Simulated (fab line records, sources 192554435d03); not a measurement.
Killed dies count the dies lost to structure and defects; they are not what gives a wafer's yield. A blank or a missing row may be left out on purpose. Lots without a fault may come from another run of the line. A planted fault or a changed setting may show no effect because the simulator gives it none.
Which tool is to blame? / flow n5_finfet / 10 lots with 29 wafers sampled at 2 steps, on a route of 1938 steps

WHAT THE GAUGES READ, wafer by wafer
N5_BEOL_M7_INSPECT_30: inspects for defects (brightfield). Usual: 407 for raw_defect_count, sd 80.
lot=L622; measured=day 10 18:45; on=defect_inspect-01; raw_defect_count=363 338 398; flag=
lot=L624; measured=day 12 01:49; on=defect_inspect-01; raw_defect_count=492 575 389; flag=
lot=L627; measured=day 12 06:14; on=defect_inspect-01; raw_defect_count=236 429 355; flag=
lot=L628; measured=day 12 10:37; on=defect_inspect-02; raw_defect_count=368 336 354; flag=
lot=L629; measured=day 12 20:22; on=defect_inspect-02; raw_defect_count=357 503 338; flag=
lot=L637; measured=day 14 22:10; on=defect_inspect-01; raw_defect_count=339 297 396; flag=
lot=L640; measured=day 14 22:07; on=defect_inspect-01; raw_defect_count=315 406 422; flag=
lot=L638; measured=day 15 00:40; on=defect_inspect-01; raw_defect_count=336 407; flag=
lot=L641; measured=day 16 04:19; on=defect_inspect-02; raw_defect_count=401 514 378; flag=
lot=L642; measured=day 16 10:08; on=defect_inspect-02; raw_defect_count=378 528 359; flag=

EACH LOT AND THE TOOL THAT RAN IT (in order: tool; ch and the chambers of the sampled wafers; start)
lot=L622; N5_BEOL_M7_ETCH_61=rie_diel-04 ch 0,1,3, day 10 17:17
lot=L624; N5_BEOL_M7_ETCH_61=rie_diel-06 ch 0,2, day 11 22:49
lot=L627; N5_BEOL_M7_ETCH_61=rie_diel-05 ch 0,1,2, day 12 04:57
lot=L628; N5_BEOL_M7_ETCH_61=rie_diel-05 ch 2,3, day 12 08:13
lot=L629; N5_BEOL_M7_ETCH_61=rie_diel-04 ch 0,3, day 12 16:26
lot=L637; N5_BEOL_M7_ETCH_61=rie_diel-06 ch 0,2, day 14 19:49
lot=L640; N5_BEOL_M7_ETCH_61=rie_diel-06 ch 0,2, day 14 21:13
lot=L638; N5_BEOL_M7_ETCH_61=rie_diel-05 ch 1, day 14 23:43
lot=L641; N5_BEOL_M7_ETCH_61=rie_diel-06 ch 0,3, day 16 01:52
lot=L642; N5_BEOL_M7_ETCH_61=rie_diel-06 ch 0,2,3, day 16 06:18
- N5_BEOL_M7_ETCH_61: etches SiARC in CF4, target depth 45.5 nm, time 75.8 s.

AS READ BY THE TOOLS THEMSELVES (means over the sampled wafers that have a number; for cases with no such wafer, the mark the record gives instead)
N5_BEOL_M7_ETCH_61. Usual: drypump_motor_current_A 5.9 A, standard deviation 0.39; etch_rf_on_time_s 75.8 s, standard deviation 1.4; oes_product_au 0.67 a.u., standard deviation 0.075; rf_vpp_V 184.2 V, standard deviation 1.2; showerhead_plenum_p_Torr 2.14 Torr, standard deviation 0.07; throttle_valve_pct 15.67 %, standard deviation 0.26.
lot=L622; tool=rie_diel-04; drypump_motor_current_A (A)=5.9; etch_rf_on_time_s (s)=75.8; oes_product_au (a.u.)=0.65; rf_vpp_V (V)=182.5; showerhead_plenum_p_Torr (Torr)=2.03; throttle_valve_pct (%)=15.60; flag=
lot=L624; tool=rie_diel-06; drypump_motor_current_A (A)=6.2; etch_rf_on_time_s (s)=78.0; oes_product_au (a.u.)=0.59; rf_vpp_V (V)=183.9; showerhead_plenum_p_Torr (Torr)=2.17; throttle_valve_pct (%)=15.94; flag=
lot=L627; tool=rie_diel-05; drypump_motor_current_A (A)=5.5; etch_rf_on_time_s (s)=76.9; oes_product_au (a.u.)=0.62; rf_vpp_V (V)=184.8; showerhead_plenum_p_Torr (Torr)=2.18; throttle_valve_pct (%)=15.75; flag=
lot=L628; tool=rie_diel-05; drypump_motor_current_A (A)=5.3; etch_rf_on_time_s (s)=76.4; oes_product_au (a.u.)=0.71; rf_vpp_V (V)=185.5; showerhead_plenum_p_Torr (Torr)=2.19; throttle_valve_pct (%)=15.60; flag=
lot=L629; tool=rie_diel-04; drypump_motor_current_A (A)=6.1; etch_rf_on_time_s (s)=76.0; oes_product_au (a.u.)=0.63; rf_vpp_V (V)=182.5; showerhead_plenum_p_Torr (Torr)=2.02; throttle_valve_pct (%)=15.60; flag=
lot=L637; tool=rie_diel-06; drypump_motor_current_A (A)=6.2; etch_rf_on_time_s (s)=74.4; oes_product_au (a.u.)=0.70; rf_vpp_V (V)=184.3; showerhead_plenum_p_Torr (Torr)=2.15; throttle_valve_pct (%)=15.77; flag=
lot=L640; tool=rie_diel-06; drypump_motor_current_A (A)=6.1; etch_rf_on_time_s (s)=75.5; oes_product_au (a.u.)=0.69; rf_vpp_V (V)=184.4; showerhead_plenum_p_Torr (Torr)=2.15; throttle_valve_pct (%)=15.77; flag=
lot=L638; tool=rie_diel-05; drypump_motor_current_A (A)=5.6; etch_rf_on_time_s (s)=77.0; oes_product_au (a.u.)=0.59; rf_vpp_V (V)=184.4; showerhead_plenum_p_Torr (Torr)=2.19; throttle_valve_pct (%)=15.53; flag=
lot=L641; tool=rie_diel-06; drypump_motor_current_A (A)=6.1; etch_rf_on_time_s (s)=75.4; oes_product_au (a.u.)=0.61; rf_vpp_V (V)=183.5; showerhead_plenum_p_Torr (Torr)=2.12; throttle_valve_pct (%)=15.91; flag=
lot=L642; tool=rie_diel-06; drypump_motor_current_A (A)=6.2; etch_rf_on_time_s (s)=75.8; oes_product_au (a.u.)=0.68; rf_vpp_V (V)=184.4; showerhead_plenum_p_Torr (Torr)=2.15; throttle_valve_pct (%)=15.80; flag=

THE ANSWER, worked out from the rows above alone
Rule: lot off if the mean of its wafers having a number is beyond 3 standard deviations from the usual mean. A lot without any number at a reading at which 4 lots or more have one is off too. Where the step has rows for the other lots, those lots are counted as sound. After the gauges, taken in route order, come the tools' own readings; for these a lot's mean is taken, as printed above. At the first step where some lot is off, the reading lying furthest off is the one used; lots without a number count as furthest.
No lot is off on any of the readings shown, so nothing can be concluded from this.

WHAT HAD BEEN PUT IN BY THE SIMULATOR
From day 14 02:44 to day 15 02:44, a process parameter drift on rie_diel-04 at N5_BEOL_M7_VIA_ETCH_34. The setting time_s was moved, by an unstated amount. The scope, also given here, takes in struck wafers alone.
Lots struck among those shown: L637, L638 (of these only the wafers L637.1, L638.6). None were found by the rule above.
